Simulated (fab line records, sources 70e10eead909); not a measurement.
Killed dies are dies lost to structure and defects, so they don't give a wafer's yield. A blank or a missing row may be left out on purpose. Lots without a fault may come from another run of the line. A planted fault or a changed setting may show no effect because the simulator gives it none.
fab line records | flow nand_harc
record lots=12 wafers=36 last_day=33
route steps=1302 shown A_CONTACT@1002 A_BONDPAD@1225 THIN_TSV@1261 END@1302
lots that met no fault: from a run of the same line without faults
start_h: hours from the record's first day to the start of the lot's first wafer shown | wait_h: hours since the lot's step before | " the same as in the row above | L1.1+2: a row that stands for several wafers | - no value, or no start given | * or withheld: withheld | < > ~ a bound
route shown NAME@n: a module of which the file shows steps, and the number in the route of the first | usual: mean/standard deviation of fault-free wafers | same: alike in all rows | chamber/n: place in a boat | sites: the reading at each site | _std_site: their standard deviation | _edge_site: outer sites' mean less inner sites' | radius_mm: how far each site lies from the wafer's centre | mask NAME#n: copy n | behind: the tool/chamber that last shaped the wafer | hold: why the lot was held/for how many hours/how that ended | device: the transistor (n, p or np) that didn't switch | end of line: the same wafers' tests at the end of the route | a step without rows: its recipe alone | killed: dies lost to structure and defects at the first sort, not the wafer's yield | map: a wafer's dies, x killed, . not, _ none there
set.NAME: the setting as run; set.NAME@STEP: as run at that earlier step | model.NAME: the simulator's own value behind a step, which no gauge read
steps of the route over a sample of lots; a table a step, a row a wafer
services: from which hour (start_h, from the record's first day; less than 0 if before it) a tool's chamber was out of use, for how many hours, and why
## steps
# step NHARC_A_CONTACT_ETCH_49
# recipe target_depth_a=2600 over_etch_frac=0.3 time_s=475.3 ion_energy_ev=200 n2_flow_sccm=150 h2_flow_sccm=150 ar_flow_sccm=0 rf_w=400 bias_w=150 chemistry=N2/H2
# usual drypump_motor_current_A=5.6/0.47 mfc_ar_sccm=0.014/0.014 oes_product_au=0.999/0.0078 rf_vpp_V=430.8/2.6 showerhead_plenum_p_Torr=2.05/0.092 throttle_valve_pct=14.170/0.0089
# same time_s=475.3
# columns lot.wafer tool chamber start_h wait_h drypump_motor_current_A mfc_ar_sccm oes_product_au rf_hours_counter_h rf_vpp_V showerhead_plenum_p_Torr throttle_valve_pct
L335.4 rie_diel-04 3 482.48 - 5.3 0.023 1.000 37 432.1 2.10 14.178
L335.3 " 2 " " 5.8 0.014 0.994 37 434.4 2.17 14.168
L335.6 " 0 " " 5.8 0 0.987 - 429.7 2.03 14.167
L336.4 rie_diel-04 1 501.35 - 4.8 0.024 1.014 41 427.0 1.93 14.164
L336.3 " 3 " " 5.3 0.023 1.008 42 432.0 2.09 14.164
L336.5 " 2 " " 5.8 0.014 1.002 - 433.8 2.17 14.164
L338.1 rie_diel-04 0 509.36 - 5.8 0 0.990 44 429.9 2.03 14.176
L338.2 " 2 " " 5.8 0.014 0.992 44 434.1 2.17 14.157
L338.4 " 3 " " 5.3 0.023 0.990 45 430.0 2.09 14.168
L341.1 rie_diel-08 1 533.81 - 6.0 0.044 0.993 48 434.7 2.20 14.168
L341.4 " 2 " " 5.4 0.020 1.015 49 426.7 1.94 14.184
L341.5 " 0 " " 5.3 0 1.007 - 434.4 2.16 14.171
L342.1 rie_diel-09 2 550.37 - 5.1 0.020 1.009 7 430.3 2.00 14.163
L342.2 " 3 " " 5.5 0 1.001 7 433.8 2.11 14.161
L342.4 " 1 " " 6.6 0.010 1.014 9 429.5 1.98 14.166
L343.4 rie_diel-09 0 572.03 - 6.4 0 0.986 11 434.1 2.11 14.167
L343.1 " 1 " " 6.6 0.010 1.001 11 428.4 1.98 14.173
L343.6 " 3 " " 5.4 0 0.993 - 431.6 2.11 14.173
L345.1 rie_diel-08 2 579.70 - 5.4 0.020 0.991 7 427.9 1.93 14.168
L345.6 " 2 " " 5.4 0.020 0.998 - 428.8 1.93 14.184
L345.5 " 3 " " 5.7 0 0.986 - 427.8 1.97 14.179
L352.3 rie_diel-09 3 647.93 - 5.5 0 1.007 24 432.7 2.10 14.172
L352.2 " 1 " " 6.6 0.010 0.993 21 428.5 1.98 14.164
L352.5 " 3 " " 5.4 0 0.998 - 431.7 2.10 14.186
L355.1 rie_diel-08 1 682.61 - 6.0 0.044 0.993 42 434.5 2.18 14.164
L355.4 " 2 " " 5.4 0.020 0.986 40 426.4 1.92 14.151
L355.3 " 0 " " 5.3 0 1.007 35 434.4 2.14 14.173
L353.4 rie_diel-08 2 683.06 - 5.5 0.020 1.002 40 427.3 1.92 14.158
L353.5 " 0 " " 5.3 0 0.995 - 433.4 2.14 14.176
L353.6 " 1 " " 6.0 0.044 0.991 - 434.3 2.18 14.170
L357.2 rie_diel-04 2 693.91 - 5.8 0.014 0.990 49 433.5 2.15 14.177
L357.5 " 3 " " 5.3 0.023 1.003 - 432.6 2.08 14.170
L357.6 " 0 " " 5.8 0 1.008 - 429.1 2.01 14.172
L358.2 rie_diel-09 0 715.48 - 6.4 0 0.992 7 433.4 2.11 14.179
L358.1 " 1 " " 6.5 0.010 0.988 6 428.3 1.98 14.163
L358.5 " 0 " " 6.4 0 0.994 - 433.0 2.10 14.181
# step NHARC_A_BONDPAD_DEGAS_25
# recipe temp_c=300 time_s=60
# usual heater_power_w=477/57
# same time_s=60
# columns lot.wafer tool chamber start_h wait_h heater_power_w
L335.4 pvd_sputter-01 - 523.80 - 401
L335.3 " - " " 499
L335.6 " - " " 567
L336.3 pvd_sputter-01 - 540.79 - 499
L336.4 " - " " 400
L336.5 " - " " 494
L338.1 pvd_sputter-01 - 548.49 - 500
L338.4 " - " " 397
L338.2 " - " " 568
L341.1 pvd_sputter-01 - 577.87 - 585
L341.4 " - " " 520
L341.5 " - " " 388
L342.1 pvd_sputter-01 - 593.04 - 534
L342.2 " - " " 508
L342.4 " - " " 406
L343.4 pvd_sputter-02 - 619.54 - 375
L343.1 " - " " 376
L343.6 " - " " 374
L345.1 pvd_sputter-01 - 622.24 - 522
L345.5 " - " " 506
L345.6 " - " " 419
L352.3 pvd_sputter-03 - 687.68 - 486
L352.2 " - " " 510
L352.5 " - " " 524
L355.4 pvd_sputter-02 - 723.57 - 391
L355.1 " - " " 392
L355.3 " - " " 472
L353.4 pvd_sputter-03 - 725.39 - 500
L353.5 " - " " 495
L353.6 " - " " 476
L357.2 pvd_sputter-03 - 734.49 - 490
L357.6 " - " " 482
L357.5 " - " " 462
L358.2 pvd_sputter-03 - 753.94 - 473
L358.1 " - " " 495
L358.5 " - " " 475
# step NHARC_THIN_TSV_DESCUM_14
# recipe time_s=3 o2_flow_sccm=200 ar_flow_sccm=0 bias_power_w=0 chemistry=O2
# usual drypump_motor_current_A=6.03/0.26 mfc_ar_sccm=0.006/0.011 oes_product_au=0.998/0.0078 rf_vpp_V=58.1/0.87 showerhead_plenum_p_Torr=1.98/0.062 throttle_valve_pct=11.312/0.0085
# same time_s=3
# columns lot.wafer tool chamber start_h wait_h drypump_motor_current_A mfc_ar_sccm oes_product_au rf_hours_counter_h rf_vpp_V showerhead_plenum_p_Torr throttle_valve_pct
L335.3 rie_diel-02 0 540.76 - 5.82 0 0.989 7 56.9 1.93 11.321
L335.4 " 0 " " 5.81 0 0.989 - 59.0 1.93 11.321
L335.6 " 3 " " 6.11 0.008 0.984 - 57.0 2.05 11.310
L336.4 rie_diel-13 3 554.97 - 5.87 0.029 0.989 2 58.2 2.04 11.311
L336.3 " 0 " " 6.58 0 1.002 2 58.7 1.86 11.301
L336.5 " 1 " " 6.29 0 1.006 - 57.3 2.00 11.304
L338.2 rie_diel-02 2 565.52 - 5.98 0 0.992 8 56.9 2.01 11.306
L338.1 " 3 " " 6.10 0.008 0.985 8 58.7 2.05 11.322
L338.4 " 0 " " 5.81 0 0.990 8 58.8 1.93 11.312
L341.4 rie_diel-02 3 595.19 - 6.10 0.008 0.992 1 58.1 2.05 11.309
L341.1 " 0 " " 5.82 0 1.006 1 57.3 1.93 11.318
L341.5 " 2 " " 6.00 0 0.996 - 58.3 2.01 11.298
L342.1 rie_diel-02 2 607.35 - 6.00 0 1.006 1 59.2 2.01 11.306
L342.2 " 3 " " 6.09 0.008 0.987 2 58.1 2.05 11.305
L342.4 " 0 " " 5.82 0 1.000 1 57.3 1.93 11.318
L343.1 rie_diel-02 0 634.91 - 5.77 0 0.996 2 56.6 1.93 11.300
L343.4 " 1 " " 6.37 0 0.993 3 56.8 2.02 11.328
L343.6 " 0 " " 5.81 0 0.992 - 58.2 1.93 11.308
L345.1 rie_diel-13 0 635.98 - 6.56 0 1.001 8 58.4 1.86 11.311
L345.5 " 2 " " 5.69 0 1.004 - 56.6 1.91 11.309
L345.6 " 3 " " 5.90 0.029 1.000 - 57.5 2.04 11.311
L352.2 rie_diel-13 2 706.34 - 5.72 0 0.995 0 58.3 1.91 11.314
L352.3 " 3 " " 5.94 0.029 1.004 0 58.9 2.04 11.338
L352.5 " 2 " " 5.73 0 1.007 - 57.2 1.91 11.321
L355.1 rie_diel-13 2 746.73 - 5.72 0 1.005 3 57.5 1.91 11.323
L355.4 " 3 " " 5.91 0.029 1.022 3 57.9 2.04 11.306
L355.3 " 0 " " 6.56 0 0.995 3 57.3 1.85 11.289
L353.4 rie_diel-13 1 747.96 - 6.34 0 0.991 3 58.4 1.99 11.307
L353.5 " 2 " " 5.79 0 0.996 - 57.9 1.91 11.311
L353.6 " 3 " " 5.88 0.029 1.008 - 59.1 2.04 11.312
L357.2 rie_diel-11 1 756.78 - 6.13 0.014 0.995 6 58.4 1.99 11.320
L357.6 " 2 " " 5.71 0 0.989 - 59.7 2.03 11.303
L357.5 " 3 " " 5.87 0 0.993 - 57.2 1.88 11.305
L358.2 rie_diel-11 0 768.55 - 5.95 0.031 0.999 7 59.5 1.98 11.326
L358.1 " 1 " " 6.15 0.014 1.004 7 57.4 1.99 11.309
L358.5 " 2 " " 5.78 0 0.996 - 59.2 2.03 11.306
# step NHARC_THIN_TSV_CD_MEAS_16
# usual cd_nm=1000.8/1.6
# columns lot.wafer tool chamber start_h wait_h cd_nm
L335.3 cd_sem-03 - 541.71 0.1 1002.0
L335.4 " - " " 1001.2
L335.6 " - " " 1000.9
L336.3 cd_sem-03 - 555.76 0.1 997.8
L336.4 " - " " 998.9
L336.5 " - " " 999.5
L338.1 cd_sem-03 - 566.35 0.1 1001.2
L338.2 " - " " 1001.4
L338.4 " - " " 1001.2
L341.1 cd_sem-02 - 595.98 0.1 999.8
L341.4 " - " " 1001.2
L341.5 " - " " 1001.1
L342.1 cd_sem-01 - 608.15 0.1 999.9
L342.2 " - " " 1002.9
L342.4 " - " " 999.7
L343.1 cd_sem-01 - 635.72 0.1 1000.3
L343.4 " - " " 1001.4
L343.6 " - " " 999.2
L345.1 cd_sem-01 - 636.76 0.1 1003.2
L345.5 " - " " 1000.6
L345.6 " - " " 1000.0
L352.2 cd_sem-02 - 707.14 0.1 1001.8
L352.3 " - " " 1001.7
L352.5 " - " " 1003.4
L355.1 cd_sem-02 - 747.54 0.1 1001.1
L355.3 " - " " 1000.1
L355.4 " - " " 1000.6
L353.4 cd_sem-02 - 748.73 0.1 1000.1
L353.5 " - " " 998.0
L353.6 " - " " 998.4
L357.2 cd_sem-01 - 757.56 0.1 999.3
L357.5 " - " " 999.2
L357.6 " - " " 1000.9
L358.1 cd_sem-01 - 769.33 0.1 1000.6
L358.2 " - " " 1000.0
L358.5 " - " " 999.3
# step NHARC_END_SORT_01
# recipe temp_c=25
# usual killed_at_array=60/21 killed_at_other=1.0/1.2 killed_at_periphery=4.2/2.8 killed_dies=65/20 killed_open=3.1/1.8 killed_short=2.6/1.6
# same gross_dies=677
# columns lot.wafer tool chamber start_h wait_h killed_at_array killed_at_other killed_at_periphery killed_dies killed_open killed_short
L355.1 prober-01 0 763.23 2.5 65 0 5 70 3 0
L355.3 prober-01 0 764.83 3.1 71 0 6 77 3 0
L355.4 prober-01 0 765.63 3.4 158 0 4 162 3 2
L353.4 prober-02 0 767.34 3.4 128 2 4 134 2 2
L353.5 prober-02 0 768.14 3.7 43 1 1 45 3 3
L353.6 prober-02 0 768.93 4.0 35 0 2 37 3 1
# killed by level:class
L355.1 A_CHANNEL_HOLE_D1:chamber_film_flake=32 A_SLIT:chamber_film_flake=17 A_CONTACT:chamber_film_flake=5 P_GATE:chamber_film_flake=3 A_CHANNEL_HOLE_D2:chamber_film_flake=3 A_STAIRCASE:chamber_film_flake=2 A_CHANNEL_FILL_D1:geometric_particle:open=1 A_WL_FILL:geometric_particle:open=1
L355.3 A_CHANNEL_HOLE_D1:chamber_film_flake=41 A_SLIT:chamber_film_flake=17 P_GATE:chamber_film_flake=5 A_STAIRCASE:chamber_film_flake=4 A_WL_FILL:chamber_film_flake=4 P_CONTACT:geometric_particle:open=1 A_CHANNEL_FILL_D2:geometric_particle:open=1 A_BLC:geometric_particle:open=1
L355.4 A_CONTACT:unspecified=93 A_CHANNEL_HOLE_D1:chamber_film_flake=35 A_SLIT:chamber_film_flake=14 A_CONTACT:chamber_film_flake=6 A_STAIRCASE:chamber_film_flake=3 P_GATE:chamber_film_flake=2 P_GATE:geometric_particle:open=1 A_CHANNEL_FILL_D1:geometric_particle:short=1
L353.4 A_CONTACT:unspecified=100 A_CHANNEL_HOLE_D2:chamber_film_flake=9 A_BLC:chamber_film_flake=4 A_CONTACT:chamber_film_flake=3 A_CHANNEL_HOLE_D1:chamber_film_flake=3 A_SLIT:chamber_film_flake=3 A_STAIRCASE:chamber_film_flake=2 THIN_TSV:chamber_film_flake=2
L353.5 A_CHANNEL_HOLE_D2:chamber_film_flake=19 A_SLIT:chamber_film_flake=7 A_CONTACT:chamber_film_flake=4 A_WL_FILL:geometric_particle:short=2 A_CHANNEL_FILL_D1:chamber_film_flake=2 A_WL_FILL:chamber_film_flake=2 A_BLC:chamber_film_flake=2 P_M0:geometric_particle:short=1
L353.6 A_CHANNEL_HOLE_D2:chamber_film_flake=15 A_CHANNEL_HOLE_D1:chamber_film_flake=9 A_SLIT:chamber_film_flake=2 A_CONTACT:chamber_film_flake=2 P_STI:geometric_particle:open=1 A_SOURCE_PLATE:geometric_particle:short=1 A_ONON_D1:geometric_particle:open=1 A_DECK1_JOINT:geometric_particle:open=1
## services
# columns tool chamber start_h hours kind
rie_diel-02 3 471.52 1.4 repair
pvd_sputter-03 - 489.40 4.5 repair
rie_diel-09 2 497.25 9.1 repair
rie_diel-09 - 497.34 9.0 pm
rie_diel-13 - 519.00 9.0 pm
pvd_sputter-03 - 526.02 10.0 pm
rie_diel-04 - 533.20 9.0 pm
rie_diel-02 2 539.87 1.9 repair
rie_diel-08 - 544.93 9.0 pm
rie_diel-04 2 556.72 1.8 repair
rie_diel-02 - 570.70 9.0 pm
rie_diel-09 0 581.81 9.6 repair
pvd_sputter-01 - 582.05 10.0 pm
rie_diel-09 1 587.72 7.1 repair
rie_diel-08 0 589.91 4.2 repair
rie_diel-08 0 648.43 6.6 repair
pvd_sputter-01 - 650.57 1.7 repair
rie_diel-09 - 674.34 9.0 pm
rie_diel-02 0 687.02 27.9 repair
rie_diel-13 - 696.00 9.0 pm
rie_diel-02 - 747.70 9.0 pm
rie_diel-02 3 759.35 5.3 repair
pvd_sputter-01 - 760.05 10.0 pm
rie_diel-13 0 766.15 5.4 repair
## key
first_sign step=NHARC_END_SORT_01 reading=killed_dies direction=up sigmas=4.1 usual=65 struck=148
effect step=NHARC_END_SORT_01 reading=killed_at_array direction=up sigmas=4 usual=60 struck=143
more_kills_born_at NHARC_A_CONTACT_ETCH_49@rie_diel-08=191
met_at NHARC_A_CONTACT_ETCH_49
struck_lots L353,L355
struck_wafers L353.4,L355.4
tester_left_out L353,L355
not_acting_at NHARC_A_BONDPAD_DEGAS_25,NHARC_THIN_TSV_DESCUM_14,NHARC_THIN_TSV_CD_MEAS_16
onset_between 579.70 682.61
fault kind=chamber_particle_source tool=rie_diel-08 chamber=2 onset_h=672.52 steps=NHARC_A_CONTACT_ETCH_49 rate_per_visit_cm2=1.7437 end_h=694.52
# tester_left_out: of these lots the tester's yield and bins aren't shown, on N5 and GAA mostly nor the transistor test; their killed dies are dies lost to structure and defects alone, not to doping, threshold or leakage, so they don't give the yield
